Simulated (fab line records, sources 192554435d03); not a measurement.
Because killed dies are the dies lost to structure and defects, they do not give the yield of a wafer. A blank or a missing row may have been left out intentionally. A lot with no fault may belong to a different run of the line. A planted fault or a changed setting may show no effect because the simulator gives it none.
fab line records + flow n5_finfet + part 1 of 2: steps 1 to 4 of 6
record
- lots=21
- wafers=63
- last_day=19
route steps=1938 shown BEOL_M5@1159 BEOL_M6@1194
lots that met no fault: taken from a fault-free run of the same line
start_h: hours from the record's opening day to when the first of the lot's shown wafers began + wait_h: hours from the lot's prior step to this one + " identical to the entry in the row above + L1.1+2: one row covering several wafers at once + - value missing, or start not given + * or withheld: withheld + < > ~ a bound
route shown NAME@n: a module of which the file shows steps, and the number in the route of the first + usual: mean and standard deviation over wafers with no fault + same: alike in all rows + chamber/n: place in a boat + sites: per-site readings + _std_site: standard deviation across them + _edge_site: the outer-site mean with the inner-site mean subtracted + radius_mm: for every site, how far away it sits from the centre of the wafer + mask NAME#n: copy n + behind: the last tool/chamber to shape the wafer + hold: what put the lot on hold/how long, in hours/how the hold closed + device: transistor that didn't switch, given as n, p or np + end of line: tests of these same wafers at the route's end + for a step that has no rows: nothing shown but its recipe + killed: at the first sort, the dies lost to defects and structure; wafer yield is something else + map: a wafer's dies, marking killed ones x, the rest . and places with no die _
set.NAME: the setting the step ran with; set.NAME@STEP: the setting that earlier step ran with + model.NAME: the simulator's own value behind a step, which no gauge read
a sample of lots followed through the steps of the route, with each step as a table and each wafer as a row
services: the hour from which a tool's chamber was out of use, counted from the record's first day as start_h (under 0 if before that day), plus the number of hours and why
## steps
# step N5_BEOL_M5_STRIP_36
# recipe
- chemistry=N2/H2
- power_w=450
- temp_c=40
- pressure_mtorr=20
- rf_frequency_hz=6e+07
- overash_fraction=0.3
- bias_power_w=7
- h2_frac=0.5
- n2_flow_sccm=200
- h2_flow_sccm=200
# usual
- drypump_motor_current_A=5.8/0.56
- oes_product_au=0.77/0.068
- rf_vpp_V=59.1/1.5
- showerhead_plenum_p_Torr=2.52/0.081
- throttle_valve_pct=23.70/0.25
| lot.wafer | tool        | chamber | start_h | wait_h | drypump_motor_current_A | oes_product_au | rf_hours_counter_h | rf_vpp_V | showerhead_plenum_p_Torr | throttle_valve_pct |
|-----------|-------------|---------|---------|--------|-------------------------|----------------|--------------------|----------|--------------------------|--------------------|
| L074.1    | rie_diel-04 | 2       | 213.42  | 0.0    | 5.2                     | 0.69           | 207                | 58.2     | 2.40                     | 23.20              |
| L074.3    | "           | 1       | "       | "      | 5.1                     | 0.86           | 49                 | 59.2     | 2.57                     | 23.59              |
| L074.5    | "           | 2       | "       | "      | 5.3                     | 0.70           | -                  | 61.2     | 2.40                     | 23.17              |
| L076.2    | rie_diel-06 | 0       | 216.59  | 0.0    | 6.5                     | 0.91           | 24                 | 60.4     | 2.59                     | 23.64              |
| L076.3    | "           | 3       | "       | "      | 4.9                     | 0.72           | 164                | 59.0     | 2.54                     | 23.68              |
| L076.5    | "           | 2       | "       | "      | 5.7                     | 0.75           | -                  | 56.8     | 2.44                     | 23.75              |
| L075.1    | rie_diel-06 | 0       | 216.97  | 0.0    | 6.5                     | 0.91           | 24                 | 58.0     | 2.59                     | 23.63              |
| L075.3    | "           | 3       | "       | "      | 5.0                     | 0.73           | 164                | 62.3     | 2.54                     | 23.71              |
| L075.6    | "           | 2       | "       | "      | 5.7                     | 0.76           | -                  | 59.0     | 2.44                     | 23.73              |
| L077.2    | rie_diel-06 | 1       | 225.20  | 0.0    | 6.0                     | 0.70           | 208                | 56.9     | 2.63                     | 24.07              |
| L077.4    | "           | 3       | "       | "      | 4.9                     | 0.73           | 167                | 57.4     | 2.54                     | 23.71              |
| L077.6    | "           | 1       | "       | "      | 6.0                     | 0.70           | -                  | 57.6     | 2.63                     | 24.09              |
| L078.1    | rie_diel-02 | 3       | 235.79  | 0.0    | 6.8                     | 0.80           | 108                | 60.5     | 2.47                     | 24.36              |
| L078.4    | "           | 0       | "       | "      | 5.4                     | 0.84           | 69                 | 58.2     | 2.58                     | 23.58              |
| L078.6    | "           | 1       | "       | "      | 6.4                     | 0.73           | -                  | 61.4     | 2.65                     | 23.45              |
| L079.1    | rie_diel-06 | 3       | 239.32  | 0.0    | 5.0                     | 0.73           | 172                | 59.2     | 2.53                     | 23.70              |
| L079.2    | "           | 1       | "       | "      | 6.0                     | 0.70           | 212                | 59.2     | 2.63                     | 24.09              |
| L079.4    | "           | 0       | "       | "      | 6.5                     | 0.89           | 31                 | 62.4     | 2.59                     | 23.66              |
| L080.1    | rie_diel-04 | 1       | 246.11  | 0.0    | 5.2                     | 0.84           | 57                 | 58.4     | 2.57                     | 23.61              |
| L080.3    | "           | 0       | "       | "      | 6.0                     | 0.88           | 51                 | 59.7     | 2.47                     | 23.50              |
| L080.4    | "           | 2       | "       | "      | 5.2                     | 0.69           | 217                | 56.1     | 2.39                     | 23.21              |
| L081.2    | rie_diel-06 | 0       | 247.05  | 0.0    | 6.5                     | 0.88           | 32                 | 59.0     | 2.59                     | 23.67              |
| L081.4    | "           | 3       | "       | "      | 4.9                     | 0.72           | 173                | 58.9     | 2.53                     | 23.69              |
| L081.6    | "           | 1       | "       | "      | 6.0                     | 0.69           | -                  | 59.5     | 2.63                     | 24.13              |
| L082.1    | rie_diel-06 | 2       | 252.68  | 0.0    | 5.7                     | 0.75           | 158                | 58.6     | 2.43                     | 23.75              |
| L082.4    | "           | 3       | "       | "      | 4.9                     | 0.73           | 175                | 60.5     | 2.53                     | 23.71              |
| L082.6    | "           | 2       | "       | "      | 5.7                     | 0.75           | -                  | 59.6     | 2.43                     | 23.75              |
| L085.2    | rie_diel-02 | 2       | 256.50  | 0.0    | 6.5                     | 0.78           | 96                 | 60.6     | 2.46                     | 23.60              |
| L085.4    | "           | 3       | "       | "      | 6.8                     | 0.79           | 115                | 58.1     | 2.47                     | 24.34              |
| L085.6    | "           | 0       | "       | "      | 5.4                     | 0.84           | -                  | 59.6     | 2.57                     | 23.62              |
| L084.2    | rie_diel-06 | 1       | 277.95  | 0.0    | 6.0                     | 0.69           | 221                | 61.2     | 2.62                     | 24.11              |
| L084.4    | "           | 2       | "       | "      | 5.7                     | 0.74           | 164                | 58.9     | 2.43                     | 23.74              |
| L084.5    | "           | 1       | "       | "      | 6.1                     | 0.69           | -                  | 57.1     | 2.62                     | 24.12              |
| L087.3    | rie_diel-04 | 2       | 278.69  | 0.0    | 5.2                     | 0.68           | 225                | 59.2     | 2.39                     | 23.25              |
| L087.4    | "           | 1       | "       | "      | 5.1                     | 0.83           | 66                 | 57.6     | 2.56                     | 23.62              |
| L087.5    | "           | 0       | "       | "      | 6.0                     | 0.86           | -                  | 58.7     | 2.47                     | 23.53              |
| L086.2    | rie_diel-06 | 3       | 282.15  | 0.0    | 4.9                     | 0.71           | 183                | 57.8     | 2.53                     | 23.71              |
| L086.4    | "           | 1       | "       | "      | 6.0                     | 0.68           | 223                | 59.5     | 2.62                     | 24.10              |
| L086.5    | "           | 3       | "       | "      | 4.9                     | 0.71           | -                  | 56.0     | 2.53                     | 23.74              |
| L088.1    | rie_diel-04 | 1       | 296.19  | 0.0    | 5.2                     | 0.83           | 71                 | 61.0     | 2.56                     | 23.64              |
| L088.2    | "           | 0       | "       | "      | 6.0                     | 0.86           | 65                 | 59.3     | 2.46                     | 23.52              |
| L088.5    | "           | 1       | "       | "      | 5.1                     | 0.84           | -                  | 61.7     | 2.56                     | 23.63              |
| L091.1    | rie_diel-06 | 1       | 315.10  | 0.0    | 6.0                     | 0.68           | 233                | 57.8     | 2.62                     | 24.10              |
| L091.2    | "           | 3       | "       | "      | 4.9                     | 0.70           | 192                | 56.8     | 2.53                     | 23.74              |
| L091.4    | "           | 2       | "       | "      | 5.8                     | 0.71           | 176                | 60.9     | 2.42                     | 23.76              |
| L092.2    | rie_diel-06 | 0       | 321.33  | 0.0    | 6.5                     | 0.85           | 54                 | 62.0     | 2.58                     | 23.69              |
| L092.3    | "           | 1       | "       | "      | 6.0                     | 0.69           | 235                | 58.8     | 2.62                     | 24.09              |
| L092.5    | "           | 3       | "       | "      | 4.9                     | 0.71           | -                  | 59.6     | 2.53                     | 23.75              |
| L094.3    | rie_diel-02 | 3       | 324.58  | 0.0    | 6.8                     | 0.77           | 135                | 56.5     | 2.46                     | 24.38              |
| L094.4    | "           | 2       | "       | "      | 6.6                     | 0.79           | 115                | 58.2     | 2.45                     | 23.62              |
| L094.5    | "           | 1       | "       | "      | 6.4                     | 0.72           | -                  | 59.7     | 2.64                     | 23.43              |
| L093.2    | rie_diel-04 | 0       | 324.97  | 0.0    | 6.0                     | 0.84           | 75                 | 57.6     | 2.46                     | 23.51              |
| L093.4    | "           | 2       | "       | "      | 5.2                     | 0.67           | 241                | 56.8     | 2.38                     | 23.27              |
| L093.6    | "           | 0       | "       | "      | 6.0                     | 0.85           | -                  | 59.0     | 2.46                     | 23.54              |
| L095.1    | rie_diel-04 | 1       | 329.55  | 0.0    | 5.1                     | 0.81           | 83                 | 58.5     | 2.55                     | 23.65              |
| L095.3    | "           | 0       | "       | "      | 6.0                     | 0.85           | 77                 | 58.7     | 2.46                     | 23.56              |
| L095.4    | "           | 3       | "       | "      | 5.6                     | 0.75           | 167                | 56.6     | 2.42                     | 23.73              |
| L096.1    | rie_diel-06 | 2       | 329.73  | 0.0    | 5.7                     | 0.75           | 180                | 58.9     | 2.42                     | 23.76              |
| L096.3    | "           | 1       | "       | "      | 6.0                     | 0.68           | 238                | 61.7     | 2.62                     | 24.14              |
| L096.4    | "           | 3       | "       | "      | 4.9                     | 0.70           | 197                | 59.6     | 2.52                     | 23.74              |
| L097.1    | rie_diel-02 | 3       | 350.49  | 0.0    | 6.8                     | 0.76           | 143                | 62.3     | 2.45                     | 24.36              |
| L097.3    | "           | 1       | "       | "      | 6.4                     | 0.70           | 212                | 59.4     | 2.63                     | 23.47              |
| L097.6    | "           | 0       | "       | "      | 5.4                     | 0.81           | -                  | 60.3     | 2.56                     | 23.66              |
# step N5_BEOL_M5_STRIP_91
# recipe
- chemistry=N2/H2
- time_s=10
- power_w=450
- temp_c=40
- pressure_mtorr=20
- rf_frequency_hz=6e+07
- bias_power_w=7
- n2_flow_sccm=200
- h2_flow_sccm=200
# usual
- drypump_motor_current_A=5.8/0.56
- oes_product_au=0.77/0.068
- rf_vpp_V=59.2/0.76
- showerhead_plenum_p_Torr=2.52/0.081
- throttle_valve_pct=23.70/0.24
| lot.wafer | tool        | chamber | start_h | wait_h | drypump_motor_current_A | oes_product_au | rf_hours_counter_h | rf_vpp_V | showerhead_plenum_p_Torr | throttle_valve_pct |
|-----------|-------------|---------|---------|--------|-------------------------|----------------|--------------------|----------|--------------------------|--------------------|
| L074.1    | rie_diel-04 | 2       | -       | -      | 5.2                     | 0.71           | 207                | 59.9     | 2.40                     | 23.19              |
| L074.3    | "           | 1       | "       | "      | 5.2                     | 0.86           | 49                 | 59.2     | 2.57                     | 23.61              |
| L074.5    | "           | 2       | "       | "      | 5.2                     | 0.69           | -                  | 58.9     | 2.40                     | 23.19              |
| L076.2    | rie_diel-06 | 0       | -       | -      | 6.5                     | 0.90           | 24                 | 59.3     | 2.59                     | 23.66              |
| L076.3    | "           | 3       | "       | "      | 4.9                     | 0.74           | 164                | 58.7     | 2.54                     | 23.68              |
| L076.5    | "           | 2       | "       | "      | 5.7                     | 0.76           | -                  | 57.2     | 2.44                     | 23.74              |
| L075.1    | rie_diel-06 | 0       | -       | -      | 6.5                     | 0.91           | 24                 | 60.5     | 2.59                     | 23.66              |
| L075.3    | "           | 3       | "       | "      | 5.0                     | 0.74           | 164                | 58.7     | 2.54                     | 23.70              |
| L075.6    | "           | 2       | "       | "      | 5.7                     | 0.76           | -                  | 58.0     | 2.44                     | 23.73              |
| L077.2    | rie_diel-06 | 1       | -       | -      | 6.0                     | 0.70           | 208                | 59.4     | 2.63                     | 24.07              |
| L077.4    | "           | 3       | "       | "      | 5.0                     | 0.73           | 167                | 60.2     | 2.54                     | 23.70              |
| L077.6    | "           | 1       | "       | "      | 6.0                     | 0.70           | -                  | 59.2     | 2.63                     | 24.09              |
| L078.1    | rie_diel-02 | 3       | -       | -      | 6.8                     | 0.79           | 108                | 59.1     | 2.47                     | 24.33              |
| L078.4    | "           | 0       | "       | "      | 5.4                     | 0.85           | 69                 | 59.4     | 2.58                     | 23.60              |
| L078.6    | "           | 1       | "       | "      | 6.4                     | 0.72           | -                  | 59.8     | 2.65                     | 23.41              |
| L079.1    | rie_diel-06 | 3       | -       | -      | 5.0                     | 0.73           | 172                | 58.8     | 2.53                     | 23.70              |
| L079.2    | "           | 1       | "       | "      | 6.0                     | 0.69           | 212                | 59.8     | 2.63                     | 24.08              |
| L079.4    | "           | 0       | "       | "      | 6.5                     | 0.90           | 31                 | 58.6     | 2.59                     | 23.66              |
| L080.1    | rie_diel-04 | 1       | -       | -      | 5.2                     | 0.85           | 57                 | 59.5     | 2.57                     | 23.61              |
| L080.3    | "           | 0       | "       | "      | 6.0                     | 0.90           | 51                 | 59.3     | 2.47                     | 23.51              |
| L080.4    | "           | 2       | "       | "      | 5.2                     | 0.69           | 217                | 58.8     | 2.39                     | 23.21              |
| L081.2    | rie_diel-06 | 0       | -       | -      | 6.5                     | 0.90           | 32                 | 58.7     | 2.59                     | 23.66              |
| L081.4    | "           | 3       | "       | "      | 4.9                     | 0.72           | 173                | 59.0     | 2.53                     | 23.70              |
| L081.6    | "           | 1       | "       | "      | 6.0                     | 0.70           | -                  | 58.8     | 2.63                     | 24.07              |
| L082.1    | rie_diel-06 | 2       | -       | -      | 5.7                     | 0.75           | 158                | 58.8     | 2.43                     | 23.75              |
| L082.4    | "           | 3       | "       | "      | 4.9                     | 0.73           | 175                | 60.6     | 2.53                     | 23.71              |
| L082.6    | "           | 2       | "       | "      | 5.7                     | 0.75           | -                  | 59.4     | 2.43                     | 23.73              |
| L085.2    | rie_diel-02 | 2       | -       | -      | 6.5                     | 0.78           | 96                 | 60.1     | 2.46                     | 23.61              |
| L085.4    | "           | 3       | "       | "      | 6.8                     | 0.79           | 115                | 58.5     | 2.47                     | 24.33              |
| L085.6    | "           | 0       | "       | "      | 5.4                     | 0.83           | -                  | 60.5     | 2.57                     | 23.61              |
| L084.2    | rie_diel-06 | 1       | -       | -      | 6.0                     | 0.69           | 221                | 59.5     | 2.62                     | 24.12              |
| L084.4    | "           | 2       | "       | "      | 5.7                     | 0.74           | 164                | 58.8     | 2.43                     | 23.74              |
| L084.5    | "           | 1       | "       | "      | 6.1                     | 0.69           | -                  | 59.6     | 2.62                     | 24.09              |
| L087.3    | rie_diel-04 | 2       | -       | -      | 5.2                     | 0.68           | 226                | 58.1     | 2.39                     | 23.23              |
| L087.4    | "           | 1       | "       | "      | 5.1                     | 0.83           | 66                 | 59.4     | 2.56                     | 23.63              |
| L087.5    | "           | 0       | "       | "      | 6.0                     | 0.87           | -                  | 59.2     | 2.47                     | 23.52              |
| L086.2    | rie_diel-06 | 3       | -       | -      | 4.9                     | 0.72           | 183                | 58.0     | 2.53                     | 23.71              |
| L086.4    | "           | 1       | "       | "      | 6.0                     | 0.69           | 223                | 59.8     | 2.62                     | 24.11              |
| L086.5    | "           | 3       | "       | "      | 4.9                     | 0.73           | -                  | 59.1     | 2.53                     | 23.73              |
| L088.1    | rie_diel-04 | 1       | -       | -      | 5.1                     | 0.83           | 71                 | 59.2     | 2.56                     | 23.64              |
| L088.2    | "           | 0       | "       | "      | 6.0                     | 0.87           | 65                 | 58.4     | 2.47                     | 23.52              |
| L088.5    | "           | 1       | "       | "      | 5.1                     | 0.82           | -                  | 60.0     | 2.56                     | 23.64              |
| L091.1    | rie_diel-06 | 1       | -       | -      | 6.0                     | 0.68           | 233                | 58.7     | 2.62                     | 24.11              |
| L091.2    | "           | 3       | "       | "      | 4.9                     | 0.71           | 192                | 58.8     | 2.53                     | 23.74              |
| L091.4    | "           | 2       | "       | "      | 5.7                     | 0.73           | 176                | 57.3     | 2.42                     | 23.77              |
| L092.2    | rie_diel-06 | 0       | -       | -      | 6.5                     | 0.85           | 54                 | 57.8     | 2.58                     | 23.69              |
| L092.3    | "           | 1       | "       | "      | 6.0                     | 0.68           | 235                | 60.4     | 2.62                     | 24.13              |
| L092.5    | "           | 3       | "       | "      | 4.9                     | 0.70           | -                  | 59.4     | 2.52                     | 23.74              |
| L094.3    | rie_diel-02 | 3       | -       | -      | 6.8                     | 0.77           | 135                | 58.6     | 2.46                     | 24.37              |
| L094.4    | "           | 2       | "       | "      | 6.5                     | 0.76           | 115                | 58.6     | 2.45                     | 23.63              |
| L094.5    | "           | 1       | "       | "      | 6.4                     | 0.71           | -                  | 59.7     | 2.64                     | 23.46              |
| L093.2    | rie_diel-04 | 0       | -       | -      | 6.0                     | 0.85           | 76                 | 59.9     | 2.46                     | 23.55              |
| L093.4    | "           | 2       | "       | "      | 5.2                     | 0.67           | 241                | 59.6     | 2.38                     | 23.25              |
| L093.6    | "           | 0       | "       | "      | 6.0                     | 0.85           | -                  | 58.4     | 2.46                     | 23.56              |
| L095.1    | rie_diel-04 | 1       | -       | -      | 5.1                     | 0.82           | 83                 | 58.7     | 2.55                     | 23.65              |
| L095.3    | "           | 0       | "       | "      | 6.0                     | 0.86           | 77                 | 60.1     | 2.46                     | 23.56              |
| L095.4    | "           | 3       | "       | "      | 5.6                     | 0.75           | 167                | 59.2     | 2.42                     | 23.77              |
| L096.1    | rie_diel-06 | 0       | -       | -      | 6.5                     | 0.84           | 57                 | 60.3     | 2.58                     | 23.73              |
| L096.3    | "           | 2       | "       | "      | 5.7                     | 0.72           | 180                | 59.7     | 2.42                     | 23.75              |
| L096.4    | "           | 3       | "       | "      | 4.9                     | 0.70           | 197                | 60.0     | 2.52                     | 23.73              |
| L097.1    | rie_diel-02 | 3       | -       | -      | 6.8                     | 0.75           | 143                | 58.8     | 2.45                     | 24.38              |
| L097.3    | "           | 1       | "       | "      | 6.4                     | 0.70           | 212                | 60.6     | 2.63                     | 23.45              |
| L097.6    | "           | 0       | "       | "      | 5.4                     | 0.80           | -                  | 61.2     | 2.56                     | 23.65              |
# step N5_BEOL_M6_ILD_DEP_00
# recipe
- material=SiCOH_lowk
- target_thk_a=1797.5
- temp_c=300
- precursor=DEMS/porogen
- pressure_torr=5
- rf_w=500
- time_s=33.4
# usual
- heater_power_w=305/35
- showerhead_plenum_p_Torr=5.734/0.018
- throttle_valve_pct=13.9/0.82
| lot.wafer | tool     | chamber | start_h | wait_h | heater_power_w | showerhead_plenum_p_Torr | throttle_valve_pct |
|-----------|----------|---------|---------|--------|----------------|--------------------------|--------------------|
| L074.1    | pecvd-04 | 2       | 221.80  | 0.0    | 323            | 5.716                    | 13.4               |
| L074.3    | "        | 1       | "       | "      | 274            | 5.728                    | 14.5               |
| L074.5    | "        | 0       | "       | "      | 372            | 5.744                    | 13.8               |
| L076.2    | pecvd-04 | 1       | 223.86  | 0.0    | 240            | 5.769                    | 14.5               |
| L076.3    | "        | 2       | "       | "      | 315            | 5.693                    | 13.1               |
| L076.5    | "        | 2       | "       | "      | 308            | 5.699                    | 13.2               |
| L075.1    | pecvd-01 | 0       | 225.56  | 0.0    | 283            | 5.753                    | 13.3               |
| L075.3    | "        | 1       | "       | "      | 277            | 5.728                    | 12.8               |
| L075.6    | "        | 1       | "       | "      | 285            | 5.735                    | 12.9               |
| L077.2    | pecvd-02 | 2       | 233.53  | 0.0    | 318            | 5.704                    | 13.7               |
| L077.4    | "        | 0       | "       | "      | 318            | 5.754                    | 14.7               |
| L077.6    | "        | 2       | "       | "      | 325            | 5.721                    | 13.5               |
| L078.1    | pecvd-01 | 2       | 244.04  | 0.0    | 280            | 5.754                    | 12.5               |
| L078.4    | "        | 0       | "       | "      | 232            | 5.758                    | 13.3               |
| L078.6    | "        | 1       | "       | "      | 230            | 5.732                    | 13.1               |
| L079.1    | pecvd-04 | 1       | 248.80  | 0.0    | 296            | 5.757                    | 14.4               |
| L079.2    | "        | 2       | "       | "      | 325            | 5.708                    | 13.2               |
| L079.4    | "        | 1       | "       | "      | 224            | 5.742                    | 14.5               |
| L080.1    | pecvd-02 | 2       | 253.37  | 0.0    | 323            | 5.707                    | 13.5               |
| L080.3    | "        | 1       | "       | "      | 365            | 5.736                    | 15.1               |
| L080.4    | "        | 0       | "       | "      | 316            | 5.749                    | 14.7               |
| L081.2    | pecvd-02 | 2       | 254.06  | 0.0    | 289            | 5.716                    | 13.5               |
| L081.4    | "        | 1       | "       | "      | 348            | 5.710                    | 15.0               |
| L081.6    | "        | 2       | "       | "      | 299            | 5.709                    | 13.7               |
| L082.1    | pecvd-02 | 1       | 259.75  | 0.0    | 344            | 5.737                    | 15.1               |
| L082.4    | "        | 1       | "       | "      | 350            | 5.717                    | 15.1               |
| L082.6    | "        | 0       | "       | "      | 258            | 5.751                    | 14.8               |
| L085.2    | pecvd-01 | 0       | 264.00  | 0.0    | 276            | 5.741                    | 13.3               |
| L085.4    | "        | 0       | "       | "      | 285            | 5.744                    | 13.5               |
| L085.6    | "        | 0       | "       | "      | 286            | 5.754                    | 13.4               |
| L084.2    | pecvd-02 | 2       | 284.81  | 0.0    | 280            | 5.720                    | 13.4               |
| L084.4    | "        | 1       | "       | "      | 344            | 5.727                    | 14.8               |
| L084.5    | "        | 0       | "       | "      | 292            | 5.758                    | 14.9               |
| L087.3    | pecvd-02 | 2       | 285.69  | 0.0    | 307            | 5.699                    | 13.6               |
| L087.4    | "        | 2       | "       | "      | 311            | 5.711                    | 13.4               |
| L087.5    | "        | 0       | "       | "      | 315            | 5.754                    | 14.8               |
| L086.2    | pecvd-04 | 1       | 289.77  | 0.0    | 285            | 5.744                    | 14.5               |
| L086.4    | "        | 0       | "       | "      | 336            | 5.738                    | 13.9               |
| L086.5    | "        | 1       | "       | "      | 296            | 5.745                    | 14.7               |
| L088.1    | pecvd-02 | 2       | 303.96  | 0.0    | 336            | 5.711                    | 13.6               |
| L088.2    | "        | 1       | "       | "      | 366            | 5.723                    | 14.9               |
| L088.5    | "        | 1       | "       | "      | 377            | 5.724                    | 14.8               |
| L091.1    | pecvd-04 | 0       | 322.68  | 0.0    | 362            | 5.737                    | 14.1               |
| L091.2    | "        | 1       | "       | "      | 269            | 5.758                    | 14.2               |
| L091.4    | "        | 0       | "       | "      | 368            | 5.725                    | 14.1               |
| L092.2    | pecvd-02 | 2       | 330.24  | 0.0    | 313            | 5.720                    | 13.7               |
| L092.3    | "        | 1       | "       | "      | 361            | 5.725                    | 15.0               |
| L092.5    | "        | 2       | "       | "      | 316            | 5.706                    | 13.5               |
| L094.3    | pecvd-01 | 1       | 332.30  | 0.0    | 282            | 5.727                    | 12.9               |
| L094.4    | "        | 0       | "       | "      | 245            | 5.755                    | 13.5               |
| L094.5    | "        | 1       | "       | "      | 288            | 5.725                    | 12.8               |
| L093.2    | pecvd-04 | 0       | 332.67  | 0.0    | 302            | 5.749                    | 14.0               |
| L093.4    | "        | 0       | "       | "      | 308            | 5.744                    | 13.9               |
| L093.6    | "        | 2       | "       | "      | 307            | 5.706                    | 13.3               |
| L095.1    | pecvd-02 | 2       | 337.07  | 0.0    | 334            | 5.729                    | 13.4               |
| L095.3    | "        | 0       | "       | "      | 304            | 5.755                    | 14.9               |
| L095.4    | "        | 1       | "       | "      | 363            | 5.720                    | 14.9               |
| L096.1    | pecvd-01 | 2       | 337.53  | 0.0    | 275            | 5.760                    | 12.5               |
| L096.3    | "        | 1       | "       | "      | 267            | 5.721                    | 12.7               |
| L096.4    | "        | 2       | "       | "      | 281            | 5.727                    | 12.5               |
| L097.1    | pecvd-02 | 2       | 358.12  | 0.0    | 320            | 5.717                    | 13.5               |
| L097.3    | "        | 0       | "       | "      | 310            | 5.744                    | 14.7               |
| L097.6    | "        | 2       | "       | "      | 326            | 5.706                    | 13.5               |
# step N5_BEOL_M6_OVL_MEAS_29
# recipe
- points_per_wafer=522
# usual
- V5_OVL=0.0/0.63
| lot.wafer | tool       | chamber | start_h | wait_h | V5_OVL[nm] |
|-----------|------------|---------|---------|--------|------------|
| L074.1    | overlay-01 | 0       | 224.49  | 0.0    | -1.4       |
| L074.3    | "          | 0       | "       | "      | -1.0       |
| L074.5    | "          | 0       | "       | "      | -0.3       |
| L076.2    | overlay-01 | 0       | 226.97  | 0.0    | 0.6        |
| L076.3    | "          | 0       | "       | "      | -0.5       |
| L076.5    | "          | 0       | "       | "      | 0.0        |
| L075.1    | overlay-02 | 0       | 230.93  | 0.0    | 0.0        |
| L075.3    | "          | 0       | "       | "      | -0.6       |
| L075.6    | "          | 0       | "       | "      | -0.7       |
| L077.2    | overlay-02 | 0       | 238.20  | 0.0    | 0.6        |
| L077.4    | "          | 0       | "       | "      | 0.8        |
| L077.6    | "          | 0       | "       | "      | -0.1       |
| L078.1    | overlay-02 | 0       | 246.76  | 0.0    | 1.3        |
| L078.4    | "          | 0       | "       | "      | 1.1        |
| L078.6    | "          | 0       | "       | "      | 0.5        |
| L079.1    | overlay-02 | 0       | 255.52  | 0.0    | -0.2       |
| L079.2    | "          | 0       | "       | "      | -0.2       |
| L079.4    | "          | 0       | "       | "      | 0.4        |
| L080.1    | overlay-02 | 0       | 257.32  | 0.0    | -0.3       |
| L080.3    | "          | 0       | "       | "      | 0.3        |
| L080.4    | "          | 0       | "       | "      | -0.9       |
| L081.2    | overlay-02 | 0       | 257.85  | 0.0    | 0.9        |
| L081.4    | "          | 0       | "       | "      | 1.0        |
| L081.6    | "          | 0       | "       | "      | 0.7        |
| L082.1    | overlay-01 | 0       | 265.25  | 0.0    | -0.3       |
| L082.4    | "          | 0       | "       | "      | 0.1        |
| L082.6    | "          | 0       | "       | "      | 0.7        |
| L085.2    | overlay-02 | 0       | 271.93  | 0.0    | 0.5        |
| L085.4    | "          | 0       | "       | "      | 0.2        |
| L085.6    | "          | 0       | "       | "      | 0.5        |
| L084.2    | overlay-02 | 0       | 288.35  | 0.0    | -0.4       |
| L084.4    | "          | 0       | "       | "      | -0.2       |
| L084.5    | "          | 0       | "       | "      | 0.0        |
| L087.3    | overlay-01 | 0       | 290.11  | 0.0    | -0.3       |
| L087.4    | "          | 0       | "       | "      | 0.1        |
| L087.5    | "          | 0       | "       | "      | 0.3        |
| L086.2    | overlay-01 | 0       | 293.57  | 0.0    | 0.6        |
| L086.4    | "          | 0       | "       | "      | 0.9        |
| L086.5    | "          | 0       | "       | "      | 0.0        |
| L088.1    | overlay-01 | 0       | 306.89  | 0.0    | -0.6       |
| L088.2    | "          | 0       | "       | "      | -0.6       |
| L088.5    | "          | 0       | "       | "      | -0.8       |
| L091.1    | overlay-02 | 0       | 329.19  | 0.0    | 0.7        |
| L091.2    | "          | 0       | "       | "      | 0.7        |
| L091.4    | "          | 0       | "       | "      | 0.4        |
| L092.2    | overlay-02 | 0       | 332.98  | 0.0    | -0.6       |
| L092.3    | "          | 0       | "       | "      | -0.1       |
| L092.5    | "          | 0       | "       | "      | 0.3        |
| L094.3    | overlay-02 | 0       | 335.51  | 0.0    | -0.1       |
| L094.4    | "          | 0       | "       | "      | 0.1        |
| L094.5    | "          | 0       | "       | "      | 0.7        |
| L093.2    | overlay-01 | 0       | 338.58  | 0.0    | -0.7       |
| L093.4    | "          | 0       | "       | "      | -0.7       |
| L093.6    | "          | 0       | "       | "      | -0.4       |
| L095.1    | overlay-02 | 0       | 340.96  | 0.0    | -0.6       |
| L095.3    | "          | 0       | "       | "      | -0.5       |
| L095.4    | "          | 0       | "       | "      | 0.3        |
| L096.1    | overlay-01 | 0       | 341.66  | 0.0    | 0.5        |
| L096.3    | "          | 0       | "       | "      | 0.6        |
| L096.4    | "          | 0       | "       | "      | 0.9        |
| L097.1    | overlay-01 | 0       | 361.71  | 0.0    | -1.1       |
| L097.3    | "          | 0       | "       | "      | 0.2        |
| L097.6    | "          | 0       | "       | "      | -0.7       |
